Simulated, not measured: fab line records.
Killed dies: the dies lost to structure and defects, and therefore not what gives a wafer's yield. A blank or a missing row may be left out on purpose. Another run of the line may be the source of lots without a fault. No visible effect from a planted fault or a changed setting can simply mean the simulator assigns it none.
Which tool did it?	flow nand-harc	24 lots with 72 wafers sampled at 6 steps, on a route of 1159 steps

== WHAT EACH GAUGE READ, for each wafer ==
NHARC_A_SLIT_CD_MEAS_21. Usual: cd-nm at 289.4 nm, with a standard deviation of 1.
lot	measured	on	cd-nm (nm)	flag
L074	day 14 14:40	cd-sem-03	290.9 290.6 290.5	
L075	day 14 14:51	cd-sem-02	289.3 289.1 288.8	
L077	day 15 10:06	cd-sem-02	289.3 291.0 291.9	
L076	day 15 08:25	cd-sem-03	289.8 288.9 289.7	
L078	day 15 17:55	cd-sem-03	289.9 290.8 289.6	
L079	day 15 19:36	cd-sem-03	290.8 289.4 290.6	
L080	day 16 14:45	cd-sem-02	289.8 288.9 289.6	
L081	day 16 13:53	cd-sem-02	286.4 287.8 286.9	
L085	day 17 02:43	cd-sem-02	290.5 290.1 289.2	
L082	day 17 01:54	cd-sem-02	289.6 289.6 289.1	
L084	day 17 03:37	cd-sem-01	289.0 289.7 288.6	
L083	day 17 04:22	cd-sem-01	289.1 289.3 289.1	
L086	day 17 20:20	cd-sem-01	290.0 289.4 289.2	
L087	day 17 22:01	cd-sem-01	290.0 288.9 289.7	
L089	day 18 19:05	cd-sem-02	289.9 290.3 290.0	
L088	day 18 17:52	cd-sem-02	289.2 289.0 288.6	
L091	day 19 03:31	cd-sem-03	289.6 289.5 289.6	
L090	day 19 01:34	cd-sem-02	290.6 291.0 290.2	
L092	day 19 07:18	cd-sem-03	289.5 290.2 289.9	
L093	day 19 20:48	cd-sem-02	288.9 287.6 288.0	
L096	day 19 22:29	cd-sem-03	289.2 289.6 289.6	
L094	day 19 21:00	cd-sem-03	289.2 291.3 290.6	
L095	day 19 23:01	cd-sem-03	287.2 288.2 289.0	
L097	day 20 08:32	cd-sem-02	289.3 288.9 288.6	

NHARC_A_CONTACT_INSPECT_44. Usual: raw-defect-count at 27, with a standard deviation of 14.
lot	measured	on	raw-defect-count	flag
L074	day 16 08:31	defect-inspect-02	18 9 33	
L075	day 16 08:47	defect-inspect-01	15 25 18	
L077	day 17 03:34	defect-inspect-02	22 23 20	
L076	day 17 01:19	defect-inspect-01	6 8 16	
L078	day 17 13:26	defect-inspect-02	36 36 24	
L079	day 17 18:32	defect-inspect-01	8 6 12	
L080	day 18 05:25	defect-inspect-01	28 31 42	
L081	day 18 07:17	defect-inspect-02	9 6 7	
L085	day 18 22:34	defect-inspect-01	31 20 41	
L082	day 19 03:38	defect-inspect-01	21 23 22	
L084	day 18 22:25	defect-inspect-01	21 24 18	
L083	day 19 02:50	defect-inspect-01	29 29 31	
L086	day 19 15:37	defect-inspect-01	16 14 9	
L087	day 19 15:20	defect-inspect-01	21 29 39	
L089	day 20 08:17	defect-inspect-01	39 24 38	
L088	day 20 07:53	defect-inspect-01	35 36 38	
L091	day 20 21:02	defect-inspect-01	55 60 40	
L090	day 20 20:51	defect-inspect-01	14 11 13	
L092	day 21 02:19	defect-inspect-01	38 37 39	
L093	day 21 19:25	defect-inspect-02	40 39 41	
L096	day 22 00:04	defect-inspect-02	8 10 9	
L094	day 21 23:20	defect-inspect-01	61 57 50	
L095	day 21 19:14	defect-inspect-02	39 44 37	
L097	day 22 07:01	defect-inspect-02	33 33 36	

NHARC_A_CONTACT_INSPECT_71. Usual: raw-defect-count at 29, with a standard deviation of 14.
lot	measured	on	raw-defect-count	flag
L074	day 16 19:02	defect-inspect-02	19 14 30	
L075	day 16 17:43	defect-inspect-01	16 28 19	
L077	day 17 11:02	defect-inspect-02	25 29 22	
L076	day 17 08:58	defect-inspect-01	7 13 16	
L078	day 17 20:47	defect-inspect-01	35 37 23	
L079	day 18 02:17	defect-inspect-01	12 6 13	
L080	day 18 12:27	defect-inspect-02	31 35 39	
L081	day 18 15:53	defect-inspect-01	10 12 10	
L085	day 19 09:08	defect-inspect-01	33 22 39	
L082	day 19 11:22	defect-inspect-01	21 21 28	
L084	day 19 05:40	defect-inspect-01	22 24 22	
L083	day 19 11:13	defect-inspect-01	29 33 31	
L086	day 20 02:14	defect-inspect-01	18 14 15	
L087	day 20 01:10	defect-inspect-01	25 29 38	
L089	day 20 15:43	defect-inspect-01	44 24 38	
L088	day 20 15:17	defect-inspect-01	36 36 40	
L091	day 21 05:52	defect-inspect-01	55 58 43	
L090	day 21 04:50	defect-inspect-01	15 9 17	
L092	day 21 11:19	defect-inspect-01	41 37 46	
L093	day 22 03:04	defect-inspect-02	37 39 45	
L096	day 22 08:08	defect-inspect-02	7 12 12	
L094	day 22 06:22	defect-inspect-02	58 60 49	
L095	day 22 04:26	defect-inspect-02	36 45 36	
L097	day 22 18:28	defect-inspect-02	35 33 37	

== WHAT TOOL EACH LOT RAN ON (gives the tool, then ch and the chambers of the sampled wafers, and finally the start) ==
lot	NHARC_A_STAIRCASE_STRIP_446	NHARC_A_STAIRCASE_ETCHBACK_422	NHARC_A_SGD_CUT_ETCH_58
L074	plasma-asher-01 ch 0,1, day 13 21:37	rie-diel-04 ch 1,3, day 13 22:56	rie-diel-10 ch 0,2,3, day 14 01:15
L075	plasma-asher-02 ch 0,1, day 13 22:14	rie-diel-04 ch 0,1, day 13 23:31	rie-diel-11 ch 0,2, day 14 01:58
L077	plasma-asher-02 ch 0,1, day 14 12:22	rie-diel-04 ch 0,2,3, day 14 13:39	rie-diel-10 ch 0,1,2, day 14 15:59
L076	plasma-asher-01 ch 0,1, day 14 13:32	rie-diel-04 ch 0,2,3, day 14 14:49	rie-diel-11 ch 1,2,3, day 14 17:10
L078	plasma-asher-02 ch 0,1, day 15 01:15	rie-diel-09 ch 0,1, day 15 02:36	rie-diel-10 ch 0,1,2, day 15 04:55
L079	plasma-asher-01 ch 0,1, day 15 01:36	rie-diel-04 ch 0,2, day 15 02:52	rie-diel-11 ch 0,1,2, day 15 05:11
L080	plasma-asher-01 ch 1, day 15 18:11	rie-diel-04 ch 0,3, day 15 19:28	rie-diel-08 ch 1,2,3, day 15 21:52
L081	plasma-asher-02 ch 0,1, day 15 18:34	rie-diel-03 ch 1,3, day 15 19:54	rie-diel-11 ch 1,3, day 15 22:28
L085	plasma-asher-01 ch 0,1, day 16 04:27	rie-diel-03 ch 1,2,3, day 16 05:44	rie-diel-10 ch 0,1,2, day 16 08:04
L082	plasma-asher-01 ch 0,1, day 16 04:41	rie-diel-09 ch 0,1,3, day 16 05:59	rie-diel-08 ch 0,1, day 16 08:42
L084	plasma-asher-01 ch 0,1, day 16 04:58	rie-diel-09 ch 2,3, day 16 06:16	rie-diel-10 ch 0,1, day 16 08:43
L083	plasma-asher-01 ch 0,1, day 16 06:13	rie-diel-03 ch 2,3, day 16 07:32	rie-diel-10 ch 2,3, day 16 09:55
L086	plasma-asher-02 ch 0,1, day 17 03:25	rie-diel-04 ch 1,2,3, day 17 04:45	rie-diel-08 ch 1,2,3, day 17 07:06
L087	plasma-asher-02 ch 0,1, day 17 04:03	rie-diel-03 ch 1,2,3, day 17 05:25	rie-diel-11 ch 0,1,2, day 17 07:55
L089	plasma-asher-01 ch 0,1, day 17 21:58	rie-diel-09 ch 2,3, day 17 23:14	rie-diel-11 ch 0,1,2, day 18 01:37
L088	plasma-asher-01 ch 0, day 17 22:13	rie-diel-09 ch 0,3, day 17 23:30	rie-diel-10 ch 0,2,3, day 18 02:01
L091	plasma-asher-01 ch 0,1, day 18 09:07	rie-diel-04 ch 0,1,2, day 18 10:28	rie-diel-10 ch 2,3, day 18 12:47
L090	plasma-asher-02 ch 0,1, day 18 11:01	rie-diel-03 ch 1,2,3, day 18 12:25	rie-diel-08 ch 0,1,3, day 18 14:47
L092	plasma-asher-01 ch 0,1, day 18 12:03	rie-diel-03 ch 1,2, day 18 13:23	rie-diel-11 ch 0,1,3, day 18 15:46
L093	plasma-asher-01 ch 0,1, day 19 01:04	rie-diel-03 ch 2,3, day 19 02:24	rie-diel-10 ch 1,2, day 19 05:00
L096	plasma-asher-01 ch 0,1, day 19 01:34	rie-diel-03 ch 0,1,2, day 19 03:02	rie-diel-08 ch 0,2,3, day 19 05:26
L094	plasma-asher-01 ch 0,1, day 19 02:04	rie-diel-03 ch 0,2,3, day 19 03:23	rie-diel-11 ch 1,2,3, day 19 05:47
L095	plasma-asher-02 ch 0,1, day 19 02:56	rie-diel-04 ch 1,2,3, day 19 04:19	rie-diel-10 ch 2,3, day 19 06:49
L097	plasma-asher-01 ch 0,1, day 19 11:58	rie-diel-09 ch 0,3, day 19 13:19	rie-diel-10 ch 2,3, day 19 15:40
- NHARC_A_STAIRCASE_STRIP_446: strips in O2.
- NHARC_A_STAIRCASE_ETCHBACK_422: etches the open film in CH3F/O2, target depth 40 nm, time 74.286 s.
- NHARC_A_SGD_CUT_ETCH_58: etches the open film in CF4, target depth 39 nm, time 65 s.

== AS READ BY THE TOOLS THEMSELVES (means over the sampled wafers that have a number; for cases with no such wafer, the mark the record gives instead) ==
NHARC_A_STAIRCASE_STRIP_446. Usual: drypump-motor-current-A 6.01 A, standard deviation 0.23; heater-power-w 347 W, standard deviation 19.
lot	tool	drypump-motor-current-A (A)	heater-power-w (W)	flag
L074	plasma-asher-01	5.98	344	
L075	plasma-asher-02	5.82	348	
L077	plasma-asher-02	5.84	346	
L076	plasma-asher-01	6.00	342	
L078	plasma-asher-02	5.97	367	
L079	plasma-asher-01	5.99	344	
L080	plasma-asher-01	6.30	334	
L081	plasma-asher-02	5.83	343	
L085	plasma-asher-01	6.15	346	
L082	plasma-asher-01	6.00	343	
L084	plasma-asher-01	6.03	339	
L083	plasma-asher-01	6.14	342	
L086	plasma-asher-02	5.98	367	
L087	plasma-asher-02	5.84	351	
L089	plasma-asher-01	6.01	343	
L088	plasma-asher-01	5.86	350	
L091	plasma-asher-01	6.14	338	
L090	plasma-asher-02	5.82	347	
L092	plasma-asher-01	6.02	343	
L093	plasma-asher-01	6.00	344	
L096	plasma-asher-01	6.15	336	
L094	plasma-asher-01	6.15	336	
L095	plasma-asher-02	5.81	350	
L097	plasma-asher-01	5.99	346	

NHARC_A_STAIRCASE_ETCHBACK_422. Usual: drypump-motor-current-A 5.5 A, standard deviation 0.48; oes-product-au 0.97 a.u., standard deviation 0.037; rf-vpp-V 244.6 V, standard deviation 1.9; showerhead-plenum-p-Torr 2.48 Torr, standard deviation 0.12; throttle-valve-pct 20.663 %, standard deviation 0.0095.
lot	tool	drypump-motor-current-A (A)	oes-product-au (a.u.)	rf-vpp-V (V)	showerhead-plenum-p-Torr (Torr)	throttle-valve-pct (%)	flag
L074	rie-diel-04	5.5	1.01	244.5	2.45	20.665	
L075	rie-diel-04	5.5	1.01	243.3	2.37	20.660	
L077	rie-diel-04	5.9	0.93	245.9	2.52	20.671	
L076	rie-diel-04	5.9	1.00	245.0	2.52	20.666	
L078	rie-diel-09	5.4	0.93	242.6	2.37	20.655	
L079	rie-diel-04	5.7	1.00	244.1	2.47	20.658	
L080	rie-diel-04	5.9	1.01	244.6	2.48	20.664	
L081	rie-diel-03	5.1	1.00	243.4	2.39	20.659	
L085	rie-diel-03	5.1	1.00	245.3	2.49	20.655	
L082	rie-diel-09	5.7	0.92	243.6	2.46	20.660	
L084	rie-diel-09	5.6	0.92	246.3	2.55	20.665	
L083	rie-diel-03	5.3	0.92	243.9	2.40	20.659	
L086	rie-diel-04	5.7	0.93	245.4	2.49	20.676	
L087	rie-diel-03	5.1	0.93	244.9	2.48	20.666	
L089	rie-diel-09	5.6	0.93	245.9	2.55	20.656	
L088	rie-diel-09	6.1	0.99	244.7	2.52	20.665	
L091	rie-diel-04	5.5	0.93	243.9	2.40	20.670	
L090	rie-diel-03	5.1	1.00	244.5	2.48	20.657	
L092	rie-diel-03	4.8	1.00	246.5	2.57	20.664	
L093	rie-diel-03	5.2	1.00	244.7	2.50	20.661	
L096	rie-diel-03	5.2	1.00	245.8	2.55	20.660	
L094	rie-diel-03	5.4	0.99	243.5	2.46	20.657	
L095	rie-diel-04	5.7	1.00	245.5	2.48	20.664	
L097	rie-diel-09	5.9	1.00	245.2	2.54	20.659	

NHARC_A_SGD_CUT_ETCH_58. Usual: cf4-flow-sccm 150.0 sccm, standard deviation 0.46; drypump-motor-current-A 5.7 A, standard deviation 0.35; oes-product-au 1.001 a.u., standard deviation 0.0081; rf-vpp-V 151.5 V, standard deviation 1.3; showerhead-plenum-p-Torr 1.78 Torr, standard deviation 0.08; throttle-valve-pct 13.284 %, standard deviation 0.0095.
lot	tool	cf4-flow-sccm (sccm)	drypump-motor-current-A (A)	oes-product-au (a.u.)	rf-vpp-V (V)	showerhead-plenum-p-Torr (Torr)	throttle-valve-pct (%)	flag
L074	rie-diel-10	150.3	5.7	0.999	152.2	1.81	13.279	
L075	rie-diel-11	150.1	5.6	1.015	151.3	1.73	13.278	
L077	rie-diel-10	150.0	5.9	1.003	151.7	1.82	13.282	
L076	rie-diel-11	150.0	5.8	1.003	150.9	1.73	13.287	
L078	rie-diel-10	150.1	5.9	1.000	151.4	1.82	13.290	
L079	rie-diel-11	150.1	5.7	0.998	151.0	1.72	13.284	
L080	rie-diel-08	149.9	5.7	0.997	152.0	1.82	13.282	
L081	rie-diel-11	150.2	5.8	0.991	149.9	1.70	13.292	
L085	rie-diel-10	150.0	5.9	1.000	152.3	1.82	13.288	
L082	rie-diel-08	150.2	5.8	1.001	152.9	1.83	13.280	
L084	rie-diel-10	150.4	5.7	1.000	151.8	1.76	13.285	
L083	rie-diel-10	150.0	5.6	0.996	153.2	1.86	13.288	
L086	rie-diel-08	149.7	5.7	0.996	152.6	1.81	13.287	
L087	rie-diel-11	150.3	5.7	1.007	150.9	1.72	13.288	
L089	rie-diel-11	150.2	5.7	0.998	151.2	1.72	13.279	
L088	rie-diel-10	150.4	5.7	1.006	152.2	1.80	13.280	
L091	rie-diel-10	150.7	5.9	0.994	152.5	1.87	13.284	
L090	rie-diel-08	149.5	5.9	1.005	152.0	1.78	13.281	
L092	rie-diel-11	150.2	5.8	1.005	150.4	1.69	13.289	
L093	rie-diel-10	150.7	6.0	0.999	152.8	1.88	13.280	
L096	rie-diel-08	150.2	5.7	0.997	151.5	1.76	13.279	
L094	rie-diel-11	150.4	5.8	1.014	151.5	1.72	13.286	
L095	rie-diel-10	149.5	5.6	0.993	151.8	1.85	13.284	
L097	rie-diel-10	150.1	5.9	0.989	152.2	1.86	13.279	

== THE ANSWER, worked out from the rows above alone ==
Rule: take the mean of a lot's wafers that have a number; if it is more than 3 standard deviations from the usual mean, the lot is off. Also off: a lot with no number at a reading for which 4 or more lots have one. Any other lot the step has rows for is counted as sound. Order of review: gauges by route order, followed by the tools' own readings, for which a lot's mean as printed above is used. At the first step where some lot is off, the reading lying furthest off is the one used; lots without a number count as furthest.
No lot is off at any reading shown: from this, nothing can be told.

== WHAT HAD BEEN PUT IN BY THE SIMULATOR ==
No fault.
